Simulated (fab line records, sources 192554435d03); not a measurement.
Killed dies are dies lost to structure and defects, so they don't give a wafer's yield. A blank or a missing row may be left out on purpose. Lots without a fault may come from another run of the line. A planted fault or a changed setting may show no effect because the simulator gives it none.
fab line records | flow n5_finfet
record lots=3 wafers=9 last_day=17
route steps=1938 shown BEOL_M4@1099 BEOL_M5@1112 BEOL_M11@1554 PASSIVATION@1936
lots that met no fault: from a run of the same line without faults
start_h: hours from the record's first day to the start of the lot's first wafer shown | wait_h: hours since the lot's step before | " the same as in the row above | L1.1+2: a row that stands for several wafers | - no value, or no start given | * or withheld: withheld | < > ~ a bound
route shown NAME@n: a module of which the file shows steps, and the number in the route of the first | usual: mean/standard deviation of fault-free wafers | same: alike in all rows | chamber/n: place in a boat | sites: the reading at each site | _std_site: their standard deviation | _edge_site: outer sites' mean less inner sites' | radius_mm: how far each site lies from the wafer's centre | mask NAME#n: copy n | behind: the tool/chamber that last shaped the wafer | hold: why the lot was held/for how many hours/how that ended | device: the transistor (n, p or np) that didn't switch | end of line: the same wafers' tests at the end of the route | a step without rows: its recipe alone | killed: dies lost to structure and defects at the first sort, not the wafer's yield | map: a wafer's dies, x killed, . not, _ none there
set.NAME: the setting as run; set.NAME@STEP: as run at that earlier step | model.NAME: the simulator's own value behind a step, which no gauge read
lots at some steps of the route; a table a step, a row a wafer
services: from which hour (start_h, from the record's first day; less than 0 if before it) a tool's chamber was out of use, for how many hours, and why
## steps
# step N5_BEOL_M4_ANNEAL_95
# recipe temp_c=400 time_s=240 ambient=vacuum
# step N5_BEOL_M4_SPUTTER_96
# recipe material=Cu target_thk_a=45 temp_c=-20 chamber_pressure_pa=0.07 power_w=withheld time_s=8.29
# step N5_BEOL_M4_ECD_50
# recipe material=Cu target_thk_a=3000
# step N5_BEOL_M4_ANNEAL_51
# recipe temp_c=225 time_s=90 ambient=N2
# step N5_BEOL_M4_CMP_52
# recipe stop_on=SiOC t_overpolish_s=6.8 down_force_psi=1 platen_rpm=50 clearing_platen_down_force_psi=1.5 clearing_platen_rpm=50 post_cmp_clean=cu_alkaline target_thk_nm=40 clearing_platen_pad_velocity_m_s=0.99484 pad_velocity_m_s=0.99484
# step N5_BEOL_M4_PRE_CLEAN_60
# recipe gas=NH3/H2 time_s=15 temp_c=* rf_power_w=300
# step N5_BEOL_M4_CO_CAP_55
# recipe material=Co target_thk_a=20 temp_c=200 precursor=CCTBA/H2 pressure_torr=30 time_s=102.1
# step N5_BEOL_M4_PRE_CLEAN_56
# recipe gas=NH3 time_s=15 temp_c=withheld rf_power_w=300
# step N5_BEOL_M4_DEP_57
# recipe material=SiCN target_thk_a=80 temp_c=withheld precursor=3MS/NH3 pressure_torr=3 rf_w=202 time_s=14
# step N5_BEOL_M4_RC_MEAS_101
# usual DIBL_N=35.9/1.3 DIBL_P=35.9/1.6 IOFF_N=0.156/0.022 IOFF_P=0.205/0.023 ION_N=675/9 ION_P=463/5.6 SS_N=71.4/0.57 SS_P=73.1/0.52 VT_N=249.7/2.8 VT_P=-250.2/2.5
# columns lot.wafer tool chamber start_h wait_h DIBL_N[mV/V] DIBL_P[mV/V] IOFF_N[nA/um] IOFF_P[nA/um] ION_N[uA/um] ION_P[uA/um] SS_N[mV/dec] SS_P[mV/dec] VT_N[mV] VT_P[mV]
L376.1 prober-01 0 155.47 0.0 35.2 35.2 0.136 0.199 662 454 70.0 73.1 253.7 -250.7
L376.2 " 0 " " 35.2 35.6 0.135 0.198 666 463 70.7 72.9 254.0 -249.3
L376.3 " 0 " " 37.0 37.2 0.164 0.230 678 466 71.2 73.0 249.3 -246.5
L394.4 prober-01 0 283.55 0.5 36.8 39.5 0.190 0.215 693 463 72.4 73.8 245.7 -252.3
L394.5 " 0 " " 38.2 40.3 0.209 0.221 687 461 72.6 73.9 243.3 -250.9
L394.6 " 0 " " 37.1 38.7 0.185 0.206 682 460 72.1 73.4 245.8 -252.2
L397.2 prober-02 0 293.60 0.2 37.3 37.5 0.163 0.212 674 463 71.9 74.0 247.9 -250.3
L397.3 " 0 " " 35.7 34.9 0.136 0.186 664 460 71.4 72.8 254.4 -251.4
L397.6 " 0 " " 37.6 37.6 0.170 0.212 677 460 72.2 74.1 249.2 -249.7
# step N5_BEOL_M5_ILD_DEP_00
# recipe material=SiCOH_lowk target_thk_a=1406.4 temp_c=300 precursor=DEMS/porogen pressure_torr=5 rf_w=500 time_s=25.9
# step N5_BEOL_M5_CURE_79
# recipe temp_c=385 time_s=240 ambient=He/Ar material=SiCOH_lowk
# step N5_BEOL_M5_PECVD_70
# recipe material=SiO2 target_thk_a=160 temp_c=400 precursor=TEOS/O2 pressure_torr=5.5 rf_w=450 teos_flow_sccm=53.8 gas=O2 flow_sccm=3000 time_s=18
# step N5_BEOL_M5_HM_DEP_02
# recipe material=TiN target_thk_a=200 temp_c=25 chamber_pressure_pa=0.49996
# step N5_BEOL_M5_COAT_59
# recipe resist=SOC temp_c=250 time_s=60 spin_rpm=1500 resist_thk_nm=60
# step N5_BEOL_M5_COAT_60
# recipe resist=SiARC temp_c=220 time_s=60 spin_rpm=1500 resist_thk_nm=12
# step N5_BEOL_M5_COAT_71
# recipe resist=underlayer temp_c=205 time_s=60 spin_rpm=1500 resist_thk_nm=5
# step N5_BEOL_M5_COAT_05
# recipe resist=CAR-EUV spin_rpm=1500 resist_thk_nm=30
# step N5_BEOL_M5_EBR_07
# recipe solvent=PGMEA ebr_width_mm=1.5
# step N5_BEOL_M5_SOFTBAKE_06
# recipe temp_c=110 time_s=60 resist=CAR-EUV
# step N5_BEOL_M5_EXPOSE_08
# recipe mask_id=M5 na=0.33 source_shape=annular sigma_inner=0.4 sigma_outer=0.8 polarization=unpolarized target_cd_nm=28 dose_mj=35.75
# step N5_BEOL_M5_PEB_09
# recipe peb_temp_c=100 peb_time_s=60 resist=CAR-EUV
# step N5_BEOL_M5_DEVELOP_10
# recipe develop_time_s=30 developer=TMAH resist=CAR-EUV rinse_liquid=surfactant_rinse dry=air_spin dev_temp_c=23
# step N5_BEOL_M5_DESCUM_16
# recipe chemistry=O2 time_s=7 source_power_w=50 bias_power_w=20 pressure_mtorr=20 rf_frequency_hz=2.712e+07 temp_c=40 resist=CAR-EUV o2_flow_sccm=225
# step N5_BEOL_M5_ETCH_72
# recipe chemistry=N2/H2 target=underlayer target_depth_a=65 mask_material=CAR-EUV time_s=5.2 ion_energy_ev=200 pressure_mtorr=30 source_w=840 bias_w=150 n2_flow_sccm=200 h2_flow_sccm=200 ends=cleared
# step N5_BEOL_M5_ETCH_61
# recipe chemistry=CF4 target=SiARC target_depth_a=156 mask_material=CAR-EUV time_s=26 ion_energy_ev=80 pressure_mtorr=40 source_w=545 bias_w=36 Ar_flow_sccm=100 cf4_flow_sccm=100 ends=cleared
# step N5_BEOL_M5_ETCH_62
# recipe chemistry=N2/H2 target=SOC target_depth_a=750 overetch_a=150 mask_material=SiARC temp_c=40 time_s=112.5 ion_energy_ev=200 pressure_mtorr=30 source_w=840 bias_w=150 n2_flow_sccm=200 h2_flow_sccm=200
# step N5_BEOL_M5_STRIP_63
# recipe chemistry=N2/H2 temp_c=40 n2_flow_sccm=200 h2_flow_sccm=200 rf_frequency_hz=6e+07
# step N5_BEOL_M5_STRIP_73
# recipe chemistry=N2/H2 temp_c=40 n2_flow_sccm=200 h2_flow_sccm=200 rf_frequency_hz=6e+07
# step N5_BEOL_M5_STRIP_64
# recipe chemistry=CF4 resist=SiARC power_w=300 bias_power_w=75 pressure_mtorr=50 cf4_flow_sccm=150 rf_frequency_hz=6e+07
# step N5_BEOL_M5_HM_OPEN_17
# recipe chemistry=Cl2/BCl3 target_depth_a=200 overetch_a=60 target=TiN mask_material=SOC ion_energy_ev=150 pressure_mtorr=10 icp_w=1000 bias_w=126 Cl2_flow_sccm=53.25 bcl3_flow_sccm=21.75 Ar_flow_sccm=25
# step N5_BEOL_M5_STRIP_19
# recipe chemistry=O2 power_w=400 temp_c=40 pressure_mtorr=30 rf_frequency_hz=6e+07 bias_power_w=0 overash_fraction=0.2 o2_flow_sccm=225
# step N5_BEOL_M5_COAT_65
# recipe resist=SOC temp_c=250 time_s=60 spin_rpm=1500 resist_thk_nm=60
# step N5_BEOL_M5_COAT_66
# recipe resist=SiARC temp_c=220 time_s=60 spin_rpm=1500 resist_thk_nm=12
# step N5_BEOL_M11_ETCH_62
# recipe chemistry=N2/H2 target=SOC target_depth_a=1100 overetch_a=220 mask_material=SiARC temp_c=40 time_s=165 ion_energy_ev=200 pressure_mtorr=30 source_w=840 bias_w=150 n2_flow_sccm=200 h2_flow_sccm=200
# usual drypump_motor_current_A=5.8/0.48 oes_product_au=0.68/0.065 rf_vpp_V=523.1/2.5 showerhead_plenum_p_Torr=2.52/0.082 throttle_valve_pct=17.70/0.2
# columns lot.wafer tool chamber start_h wait_h drypump_motor_current_A oes_product_au rf_hours_counter_h rf_vpp_V showerhead_plenum_p_Torr throttle_valve_pct model.etch.depth_nm model.SiARC_of_BEOL_M11_COAT_60.thk_nm model.BEOL_M11.cd_offset_nm
L376.1 rie_diel-02 1 208.17 0.0 6.0 0.80 12 522.9 2.49 17.56 100.2 23.4 0
L376.2 " 0 " " 5.9 0.59 229 522.4 2.51 17.90 100.2 23.6 0
L376.3 " 2 " " 6.0 0.78 23 522.8 2.48 17.68 100.2 23.4 0.6
L394.4 rie_diel-02 0 345.03 0.1 5.9 0.81 - 522.3 2.50 17.52 100.2 23.6 -0.4
L394.5 " 1 " " 6.0 0.73 - 521.8 2.47 17.64 99.84 23.6 0
L394.6 " 2 " " 6.0 0.59 - 521.1 2.47 17.75 66.48 26.8 -2
L397.2 rie_diel-06 3 352.34 0.0 5.9 0.67 105 521.0 2.45 17.62 99.73 23.4 0.2
L397.3 " 0 " " 5.8 0.72 66 522.0 2.47 17.51 99.54 23.4 0
L397.6 " 2 " " 5.7 0.78 - 522.3 2.50 17.31 99.7 23.4 0.2
# step N5_BEOL_M11_HM_OPEN_17
# recipe chemistry=Cl2/BCl3 target_depth_a=200 overetch_a=60 target=TiN mask_material=SOC ion_energy_ev=150 pressure_mtorr=10 icp_w=1000 bias_w=126 Cl2_flow_sccm=53.25 bcl3_flow_sccm=21.75 Ar_flow_sccm=25
# usual drypump_motor_current_A=5.8/0.48 mfc_ar_sccm=25.01/0.077 mfc_cl2_sccm=53.25/0.17 oes_product_au=0.66/0.09 throttle_valve_pct=22.06/0.15
# columns lot.wafer tool chamber start_h wait_h drypump_motor_current_A mfc_ar_sccm mfc_cl2_sccm oes_product_au rf_hours_counter_h throttle_valve_pct model.BEOL_M11.cd_offset_nm
L376.1 rie_metal-03 0 208.36 0.0 5.8 25.00 53.19 0.61 67 22.26 0.2
L376.2 " 1 " " 5.1 25.04 53.36 0.58 81 22.05 0
L376.3 " 0 " " 5.8 25.04 53.37 0.60 - 22.26 0.6
L394.4 rie_metal-03 0 345.18 0.1 5.8 24.98 53.46 0.60 - 22.28 -0.2
L394.5 " 0 " " 5.8 25.06 53.24 0.60 - 22.29 0
L394.6 " 1 " " 5.2 25.10 53.26 0.25 - 22.72 -2
L397.2 rie_metal-02 0 352.55 0.1 6.3 24.96 53.05 0.73 - 21.90 0.4
L397.3 " 0 " " 6.3 25.03 52.97 0.75 - 21.89 0.2
L397.6 " 0 " " 6.3 24.97 52.95 0.74 - 21.91 0.2
# step N5_BEOL_M11_CD_MEAS_18
# recipe pitch_nm=140 target_cd_nm=70
# usual cd_nm=69.9/0.47
# columns lot.wafer tool chamber start_h wait_h cd_nm
L376.1 cd_sem-01 - 208.54 0.0 70.0
L376.2 " - " " 69.7
L376.3 " - " " 70.1
L394.4 cd_sem-03 - 345.34 0.0 69.6
L394.5 " - " " 70.2
L394.6 " - " " -
L397.2 cd_sem-01 - 352.82 0.1 70.6
L397.3 " - " " 69.9
L397.6 " - " " 70.4
# step N5_BEOL_M11_VIA_ETCH_34
# recipe chemistry=C4F6/O2 target=SiCOH_lowk target_depth_a=1845 mask_material=SOC taper_deg=4 time_s=69.2 ion_energy_ev=250 pressure_mtorr=30 source_w=345 bias_w=185 Ar_flow_sccm=300 C4F6_flow_sccm=10 O2_flow_sccm=10
# usual drypump_motor_current_A=5.7/0.49 mfc_ar_sccm=300.1/0.92 oes_product_au=0.81/0.09 rf_vpp_V=664/8.1 showerhead_plenum_p_Torr=2.81/0.086 throttle_valve_pct=20.78/0.18
# columns lot.wafer tool chamber start_h wait_h drypump_motor_current_A mfc_ar_sccm oes_product_au rf_hours_counter_h rf_vpp_V showerhead_plenum_p_Torr throttle_valve_pct
L376.1 rie_diel-06 1 209.41 0.0 6.6 301.3 0.86 59 684 3.00 20.91
L376.2 " 3 " " 5.9 300.5 0.84 61 660 2.77 20.65
L376.3 " 2 " " 5.6 298.6 0.69 226 663 2.81 20.68
L394.4 rie_diel-06 0 346.67 0.0 5.8 299.6 0.85 65 658 2.77 20.66
L394.5 " 2 " " 5.6 301.4 0.93 - 664 2.79 20.34
L394.6 " 1 " " 6.6 300.4 0.31 - 685 2.99 20.81
L397.2 rie_diel-02 2 355.43 0.0 6.0 299.3 0.86 68 659 2.76 20.88
L397.3 " 1 " " 6.0 300.4 0.86 57 660 2.78 20.91
L397.6 " 0 " " 6.0 301.6 0.95 - 657 2.80 20.69
# step N5_BEOL_M11_OCD_MEAS_38
# usual trench_depth_nm=148.5/2
# columns lot.wafer tool chamber start_h wait_h trench_depth_nm
L376.1 ocd-01 - 209.70 - 149.4
L376.2 " - " " 148.5
L376.3 " - " " 144.8
L394.4 ocd-02 - 346.95 - 150.5
L394.5 " - " " 149.5
L394.6 " - " " -
L397.2 ocd-02 - 355.72 - 149.9
L397.3 " - " " 149.5
L397.6 " - " " 152.5
# step N5_PASSIVATION_PROBE_49
# usual defect_limited_yield=91.3/1.4 killed_at_M0_to_M3=35/11 killed_at_M4_up=14/5.4 killed_at_contacts=12/6.2 killed_at_front_end=38/11 killed_at_other=4.1/2.8 killed_dies=103/17 killed_on_rim=13/4 killed_open=66/13 killed_short=34/8.2 sort_bin_5_function=5.1/0.89 sort_bin_6_memory=3.3/0.72 sort_n_pass=1077/17 sort_yield_pct=91.3/1.4
# same gross_dies=1180 killed_at_back_side=0 sort_bin_4_leakage[%]=0 sort_bin_8_speed[%]=0
# columns lot.wafer tool chamber start_h wait_h defect_limited_yield[%] killed_at_M0_to_M3 killed_at_M4_up killed_at_contacts killed_at_front_end killed_at_other killed_dies killed_on_rim killed_open killed_short sort_bin_5_function[%] sort_bin_6_memory[%] sort_n_pass sort_yield_pct[%]
L376.1 prober-02 - 252.12 0.0 94.8 30 8 2 19 2 61 12 37 23 3.1 1.9 1119 94.8
L376.2 prober-02 - 252.17 0.1 94.5 18 9 2 32 4 65 5 42 21 3.6 1.8 1115 94.5
L376.3 prober-02 - 252.22 0.1 93.9 20 19 2 30 1 72 14 46 26 3.5 2.5 1108 93.9
L394.4 prober-02 - 386.97 0.2 90.1 51 10 7 43 6 117 10 74 39 5.2 4.4 1063 90.1
L394.6 prober-02 - 387.07 0.3 0 23 1112 6 30 9 1180 152 41 32 97.1 2.4 0 0
# killed by level:class
L376.1 BEOL_M2:geometric_particle:open=9 BEOL_M0_SAQP:geometric_particle:short=7 BEOL_M0_SAQP:geometric_particle:open=6 FIN_SAQP:geometric_particle:open=5 BEOL_M0:geometric_particle:open=5 ILD0:geometric_particle:short=3 GATE_CUT:geometric_particle:open=3 BEOL_M7:geometric_particle:short=3
L376.2 FIN_SAQP:geometric_particle:open=8 FIN_SAQP:geometric_particle:short=6 DUMMY_GATE:geometric_particle:open=5 STI_FIN_REVEAL:geometric_particle:open=4 GATE_CUT:geometric_particle:short=4 BEOL_M0_SAQP:geometric_particle:open=4 BEOL_M0_SAQP:geometric_particle:short=3 BEOL_M1:geometric_particle:short=3
L376.3 STI_FIN_REVEAL:geometric_particle:open=14 BEOL_M0_SAQP:geometric_particle:short=7 BEOL_M4:geometric_particle:open=4 STARTING-WAFER:geometric_particle:open=4 BEOL_M0_SAQP:geometric_particle:open=3 BEOL_M2:geometric_particle:open=3 BEOL_M5:geometric_particle:open=3 FIN_SAQP:geometric_particle:short=2
L394.4 BEOL_M0_SAQP:geometric_particle:short=14 BEOL_M0_SAQP:geometric_particle:open=13 BEOL_M2:geometric_particle:open=13 FIN_SAQP:geometric_particle:open=8 FIN_SAQP:geometric_particle:short=7 GATE_CUT:geometric_particle:short=6 BEOL_M4:geometric_particle:open=6 BEOL_M0:geometric_particle:open=5
L394.6 BEOL_M11:area_etch=1106 FIN_SAQP:geometric_particle:open=8 BEOL_M0_SAQP:geometric_particle:open=8 BEOL_M0_SAQP:geometric_particle:short=7 MOL_CONTACT_COAG:geometric_particle:open=5 BEOL_M3:geometric_particle:short=4 FIN_SAQP:geometric_particle:short=3 STI_FIN_REVEAL:geometric_particle:open=3
# map L394.6 (x killed, . not)
_________________xxxxxxxxxxxx________________
______________xxxxxxxxxxxxxxxxxx_____________
___________xxxxxxxxxxxxxxxxxxxxxxxx__________
__________xxxxxxxxxxxxxxxxxxxxxxxxxx_________
________xxxxxxxxxxxxxxxxxxxxxxxxxxxxxx_______
_______xxxxxxxxxxxxxxxxxxxxxxxxxxxxxxxx______
______xxxxxxxxxxxxxxxxxxxxxxxxxxxxxxxxxx_____
_____xxxxxxxxxxxxxxxxxxxxxxxxxxxxxxxxxxxx____
____xxxxxxxxxxxxxxxxxxxxxxxxxxxxxxxxxxxxxx___
___xxxxxxxxxxxxxxxxxxxxxxxxxxxxxxxxxxxxxxxx__
___xxxxxxxxxxxxxxxxxxxxxxxxxxxxxxxxxxxxxxxx__
__xxxxxxxxxxxxxxxxxxxxxxxxxxxxxxxxxxxxxxxxxx_
__xxxxxxxxxxxxxxxxxxxxxxxxxxxxxxxxxxxxxxxxxx_
_xxxxxxxxxxxxxxxxxxxxxxxxxxxxxxxxxxxxxxxxxxxx
_xxxxxxxxxxxxxxxxxxxxxxxxxxxxxxxxxxxxxxxxxxxx
_xxxxxxxxxxxxxxxxxxxxxxxxxxxxxxxxxxxxxxxxxxxx
_xxxxxxxxxxxxxxxxxxxxxxxxxxxxxxxxxxxxxxxxxxxx
_xxxxxxxxxxxxxxxxxxxxxxxxxxxxxxxxxxxxxxxxxxxx
_xxxxxxxxxxxxxxxxxxxxxxxxxxxxxxxxxxxxxxxxxxxx
_xxxxxxxxxxxxxxxxxxxxxxxxxxxxxxxxxxxxxxxxxxxx
_xxxxxxxxxxxxxxxxxxxxxxxxxxxxxxxxxxxxxxxxxxxx
__xxxxxxxxxxxxxxxxxxxxxxxxxxxxxxxxxxxxxxxxxx_
__xxxxxxxxxxxxxxxxxxxxxxxxxxxxxxxxxxxxxxxxxx_
___xxxxxxxxxxxxxxxxxxxxxxxxxxxxxxxxxxxxxxxx__
___xxxxxxxxxxxxxxxxxxxxxxxxxxxxxxxxxxxxxxxx__
____xxxxxxxxxxxxxxxxxxxxxxxxxxxxxxxxxxxxxx___
_____xxxxxxxxxxxxxxxxxxxxxxxxxxxxxxxxxxxx____
______xxxxxxxxxxxxxxxxxxxxxxxxxxxxxxxxxx_____
_______xxxxxxxxxxxxxxxxxxxxxxxxxxxxxxxx______
________xxxxxxxxxxxxxxxxxxxxxxxxxxxxxx_______
__________xxxxxxxxxxxxxxxxxxxxxxxxxx_________
___________xxxxxxxxxxxxxxxxxxxxxxxx__________
______________xxxxxxxxxxxxxxxxxx_____________
_________________xxxxxxxxxxxx________________
# map L376.3 (x killed, . not)
_________________.....xx..x..________________
______________x................._____________
___________......x.....xx..........__________
__________............x......x......_________
________..........x.....x...........x._______
_______.........x....................x.______
______.................................._____
_____....................................____
____....x.................................___
___...............x........................__
___.....x............x......x..............__
__xx.............x.......x.................._
__.............x..x........x............x..._
_......x.............x......x................
_...x...............x.......x.x..............
_......x..x..................x.....xx........
_.......................x....................
_..............x....x................x.......
_.............x..............................
_............................................
_x.................x....................x....
__....................................x.x..._
__.....x......x...x...............x........._
___...................................x...x__
___x.x............x........................__
____..........................x...........___
_____........x........x...........x.x....____
______x............................x...._____
_______.........x.x....................______
________.............................._______
__________..........x..............._________
___________...x..............xx....__________
______________.................._____________
_________________.....x......________________
## services
# columns tool chamber start_h hours kind
rie_diel-02 - 215.56 14.6 pm
rie_metal-02 1 222.25 16.5 repair
rie_metal-03 - 274.06 0.4 repair
rie_diel-06 - 276.05 14.6 pm
rie_diel-02 - 279.98 0.2 repair
rie_diel-02 0 283.46 - clean
rie_diel-02 0 283.46 - consumable_replace:focus_ring
rie_diel-02 0 283.46 27.3 scheduled_down
rie_diel-02 0 283.46 27.3 vent_cycle
rie_metal-02 1 304.85 9.7 repair
rie_diel-06 2 307.59 1.2 repair
rie_diel-06 2 308.94 - clean
rie_diel-06 2 308.94 - consumable_replace:focus_ring
rie_diel-06 2 308.94 16.3 scheduled_down
rie_diel-06 2 308.94 16.3 vent_cycle
rie_diel-02 0 316.35 5.3 repair
rie_diel-02 3 326.91 - clean
rie_diel-02 3 326.91 - consumable_replace:focus_ring
rie_diel-02 3 326.91 21.4 scheduled_down
rie_diel-02 3 326.91 21.4 vent_cycle
rie_diel-06 2 335.32 3.3 repair
rie_metal-02 1 352.32 6.1 repair
rie_metal-03 1 354.43 3.3 repair
## key
first_sign step=N5_BEOL_M11_HM_OPEN_17 reading=oes_product_au direction=down sigmas=4.5 usual=0.66 struck=0.25
effect step=N5_BEOL_M11_CD_MEAS_18 reading=cd_nm direction=missing
effect step=N5_BEOL_M11_VIA_ETCH_34 reading=oes_product_au direction=down sigmas=5.5 usual=0.81 struck=0.31
effect step=N5_BEOL_M11_OCD_MEAS_38 reading=trench_depth_nm direction=missing
effect step=N5_PASSIVATION_PROBE_49 reading=killed_at_M4_up direction=up sigmas=99+ usual=14 struck=1112
model_effect step=N5_BEOL_M11_ETCH_62 value=etch.depth_nm without=99.69 struck=66.48
model_effect step=N5_BEOL_M11_HM_OPEN_17 value=BEOL_M11.cd_offset_nm without=-0.4 struck=-2
more_kills_born_at N5_BEOL_M11_ETCH_62@rie_diel-02=1106
met_at N5_BEOL_M11_ETCH_62
struck_wafers L394.6
later_rows_left_out L394.6
onset_between 208.17 345.03
fault kind=process_parameter_drift tool=rie_diel-02 chamber=- onset_h=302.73 steps=N5_BEOL_M11_ETCH_62 channel=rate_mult offset=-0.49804 shape=step end_h=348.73 scope=struck_wafers_only
# later_rows_left_out: the simulator's readings of these wafers behind a module that went badly wrong aren't trusted and aren't shown, but for the sort
